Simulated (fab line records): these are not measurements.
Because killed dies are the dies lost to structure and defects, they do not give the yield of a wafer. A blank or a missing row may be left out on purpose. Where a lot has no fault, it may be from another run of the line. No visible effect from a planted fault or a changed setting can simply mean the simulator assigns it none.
A struck lot beside a sound one -- flow nand_harc -- 15 steps out of a route of 1159
Sound: these wafers, L896.3, L896.4, L896.5. Struck: wafers L902.1, L902.2, L902.3. The cause comes at the end.
Per side, at each step with rows, come the tool, then ch with its chambers, and then its first start. Under that, the readings that differ: sound wafers -- struck wafers -- difference of the means -- sigmas: that difference in standard deviations of wafers without a fault.
alike: same words and numbers on both sides, and readings whose means sit less than 2 such deviations apart. not compared: any withheld reading, any reading some wafer has no value for, any bound like >300 that may hide the same value, and any number with overlapping values for which the record gives no deviation.
The two part at a step that has a row with sigmas, a row that says differs or no value, or rows on one side only. When numbers do not overlap yet have no deviation, they are printed without sigmas and do not part them. A reading missing from all wafers of one side parts the sides only when that side holds two or more wafers.

first, 1 step without rows for these wafers: NHARC_P_GATE_HARDBAKE_47 (time 80 s).
NHARC_P_GATE_DESCUM_48: chemistry O2, time 3 s.
  sound on rie_diel-08 ch 0,2,3, day 5 13:59; struck on rie_diel-13 ch 0,2,3, day 7 02:05
reading,sound,struck,difference,sigmas
throttle_valve_pct (%),11.309 11.294 11.304,11.322 11.322 11.314,+0.017,+2
  alike: drypump_motor_current_A, oes_product_au, rf_vpp_V, showerhead_plenum_p_Torr
  not compared: rf_hours_counter_h
next, for these wafers, 1 step has no rows: NHARC_P_GATE_IMPLANT_49.
NHARC_P_GATE_STRIP_111: strips in N2/H2, time 250 s.
  sound on plasma_asher-01 ch 0,1, day 5 14:34; struck on plasma_asher-02 ch 0,1, day 7 02:26
  alike: drypump_motor_current_A, heater_power_w
  not compared: rf_hours_counter_h
NHARC_P_GATE_STRIP_75: strips in O2.
  sound on plasma_asher-01 ch 0,1, day 5 14:47; struck on plasma_asher-02 ch 0,1, day 7 02:44
  alike: drypump_motor_current_A, heater_power_w
  not compared: rf_hours_counter_h
then, 7 steps without rows for these wafers: NHARC_P_GATE_STRIP_50 (strips in SPM, time 900 s); NHARC_P_GATE_DEHYDRATE_51 (time 120 s); NHARC_P_GATE_HMDS_52 (time 30 s); NHARC_P_GATE_COAT_53; NHARC_P_GATE_SOFTBAKE_54 (time 95 s); NHARC_P_GATE_EBR_55; NHARC_P_GATE_EXPOSE_56 (exposes mask P PSD, target cd 720 nm).
NHARC_P_GATE_PEB_57: peb time 85 s.
  sound on litho_track-02 ch 0, day 5 15:37; struck on litho_track-03 ch 0, day 7 03:35
reading,sound,struck,difference,sigmas
heater_power_total_W (W),163.66 163.60 163.77,167.64 166.88 167.45,+3.65,+14
plate_temp_C (C),117.97 117.91 118.00,119.93 119.99 120.03,+2.02,+16
  alike: exhaust_pa
then, 1 step without rows for these wafers: NHARC_P_GATE_DEVELOP_58 (time 70 s).
-- jump in the record: it breaks off in module P_GATE and resumes in module END (first step shown: number 1159 of the route), and 13 days separate the struck wafers' starts before and after --
NHARC_END_SORT_01:
  here the record holds rows for the struck wafers (prober-01 ch 0, day 20 15:12) but none for the sound ones

WHERE THEY PART
First at NHARC_P_GATE_DESCUM_48; last, within this record, at NHARC_END_SORT_01.

WHY: the cause the simulator had injected
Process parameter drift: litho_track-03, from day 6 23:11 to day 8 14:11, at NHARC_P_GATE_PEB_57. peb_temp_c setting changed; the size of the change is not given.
